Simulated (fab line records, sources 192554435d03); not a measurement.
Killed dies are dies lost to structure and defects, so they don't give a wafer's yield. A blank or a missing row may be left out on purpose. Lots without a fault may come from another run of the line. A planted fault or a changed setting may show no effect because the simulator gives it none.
Which tool did it? | flow n5_finfet | 10 lots, 30 wafers sampled, at 3 steps of a route of 1938

WHAT THE GAUGES READ, wafer by wafer
N5_SD_EPI_N_CD_MEAS_09: target cd 120 nm.
lot  | measured    | on        | cd_nm (nm)
L860 | day 3 06:38 | cd_sem-02 | 120.8 119.2 119.8
L861 | day 3 07:17 | cd_sem-01 | 122.3 121.7 121.3
L867 | day 4 17:17 | cd_sem-01 | 119.5 119.7 120.1
L868 | day 5 03:22 | cd_sem-03 | 121.4 121.7 120.4
L871 | day 5 20:45 | cd_sem-03 | 119.5 120.5 120.1
L872 | day 6 01:10 | cd_sem-01 | 120.0 120.8 121.0
L874 | day 6 15:32 | cd_sem-02 | 119.0 119.8 120.4
L881 | day 8 06:40 | cd_sem-02 | 115.3 115.2 115.7
L882 | day 8 18:11 | cd_sem-03 | 115.7 116.3 115.9
L883 | day 8 21:05 | cd_sem-02 | 120.7 119.9 119.8

WHICH TOOL RAN EACH LOT (tool, then ch and the chambers of the sampled wafers, then the start)
lot  | N5_DUMMY_GATE_HM_OPEN_21          | N5_SD_EPI_N_EXPOSE_06
L860 | rie_diel-01 ch 0,2, day 3 04:52   | arfi_scanner-02 ch 0, day 3 06:31
L861 | rie_diel-01 ch 0,1, day 3 05:11   | arfi_scanner-01 ch 0, day 3 07:10
L867 | rie_diel-01 ch 0,2, day 4 15:46   | arfi_scanner-01 ch 0, day 4 17:10
L868 | rie_diel-02 ch 1,2,3, day 5 01:27 | arfi_scanner-02 ch 0, day 5 03:16
L871 | rie_diel-02 ch 0,2, day 5 19:13   | arfi_scanner-03 ch 0, day 5 20:38
L872 | rie_diel-01 ch 0,2,3, day 5 23:31 | arfi_scanner-01 ch 0, day 6 01:03
L874 | rie_diel-02 ch 0,1,3, day 6 13:35 | arfi_scanner-01 ch 0, day 6 15:25
L881 | rie_diel-02 ch 0,1, day 8 05:08   | arfi_scanner-02 ch 0, day 8 06:32
L882 | rie_diel-01 ch 0,3, day 8 16:40   | arfi_scanner-02 ch 0, day 8 18:04
L883 | rie_diel-02 ch 0,2,3, day 8 18:32 | arfi_scanner-01 ch 0, day 8 20:58
- N5_DUMMY_GATE_HM_OPEN_21: chemistry CH3F/O2, target SiNx, target depth 120 nm, time 171.4 s.
- N5_SD_EPI_N_EXPOSE_06: exposes mask SD N BLK, target cd 120 nm.

WHAT THE TOOLS THEMSELVES READ (means of the sampled wafers that have a number; where no wafer has one, the mark that the record gives instead)
N5_DUMMY_GATE_HM_OPEN_21.
lot  | tool        | O2_flow_sccm (sccm) | drypump_motor_current_A (A) | oes_ar_750_au (a.u.) | oes_product_au (a.u.) | rf_vpp_V (V) | showerhead_plenum_p_Torr (Torr) | throttle_valve_pct (%)
L860 | rie_diel-01 | 22.99               | 5.6                         | 0.76                 | 0.76                  | 300          | 2.05                            | 16.67
L861 | rie_diel-01 | 22.96               | 5.8                         | 0.76                 | 0.76                  | 299          | 2.03                            | 16.68
L867 | rie_diel-01 | 22.91               | 5.7                         | 0.76                 | 0.75                  | 299          | 2.05                            | 16.69
L868 | rie_diel-02 | 23.03               | 5.4                         | 0.72                 | 0.72                  | 298          | 2.01                            | 16.81
L871 | rie_diel-02 | 22.94               | 5.7                         | 0.84                 | 0.83                  | 297          | 1.99                            | 16.29
L872 | rie_diel-01 | 22.98               | 5.9                         | 0.74                 | 0.74                  | 300          | 2.01                            | 16.64
L874 | rie_diel-02 | 22.91               | 5.5                         | 0.86                 | 0.87                  | 304          | 2.08                            | 16.43
L881 | rie_diel-02 | 23.05               | 5.7                         | 0.80                 | 0.81                  | 302          | 2.01                            | 16.29
L882 | rie_diel-01 | 22.93               | 6.2                         | 0.72                 | 0.72                  | 301          | 1.95                            | 16.60
L883 | rie_diel-02 | 23.02               | 5.5                         | 0.84                 | 0.84                  | 301          | 2.05                            | 16.49

N5_SD_EPI_N_EXPOSE_06.
lot  | tool            | exposure_dose_mJ_cm2
L860 | arfi_scanner-02 | 39.73
L861 | arfi_scanner-01 | 39.78
L867 | arfi_scanner-01 | 39.73
L868 | arfi_scanner-02 | 39.73
L871 | arfi_scanner-03 | 39.73
L872 | arfi_scanner-01 | 39.66
L874 | arfi_scanner-01 | 39.73
L881 | arfi_scanner-02 | 36.75
L882 | arfi_scanner-02 | 37.35
L883 | arfi_scanner-01 | 39.76

THE ANSWER, worked out from the rows above alone
Rule: what is usual is taken from the lots themselves. Put in order of their means at a reading, lots are off if they are a third of the lots or fewer, leave a main group of 4 or more, and stand apart from it by a gap of 3 or more times the standard deviation of the main group's means; of several such gaps the widest counts. A main group whose means are all the same, to the digits that the tables above print for the reading, isn't used. A lot without any number at a reading at which 4 lots or more have one is off too. The other lots that the step has rows for count as sound. The gauges are gone through in route order, then the tools' own readings, and for those a lot's mean is taken as printed above. The first step at which some lot is off is used, and at that step the reading that is off furthest; a lot without a number counts as furthest.
Off: L881, L882, at N5_SD_EPI_N_CD_MEAS_09 (cd_nm). The main group: mean 120.4 nm, standard deviation 0.69.
A tool fits if, at a process step before that reading, it ran every lot that is off, and no sound lot after the first of them. The gauges at N5_SD_EPI_N_CD_MEAS_09 aren't tried: what is off there is off at N5_SD_EPI_N_EXPOSE_06 too, on other tools, and a gauge's error can't cause that. One fits: arfi_scanner-02 at N5_SD_EPI_N_EXPOSE_06. Its last sound lot is L868 (day 5 03:16), its first lot that is off L881 (day 8 06:32): a fault that began between those two fits.
The tool's own readings at N5_SD_EPI_N_EXPOSE_06 bear it out: on the lots that are off they differ by more than 5 times the standard deviation of the sound lots' means. exposure_dose_mJ_cm2 reads 37.05 there against 39.73 on the sound lots.

WHAT THE SIMULATOR HAD PUT IN
Process parameter drift: arfi_scanner-02, from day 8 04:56 on, at N5_SD_EPI_N_EXPOSE_06. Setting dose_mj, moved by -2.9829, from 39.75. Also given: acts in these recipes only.
Lots struck among those shown: L881, L882. The rule above found the same.
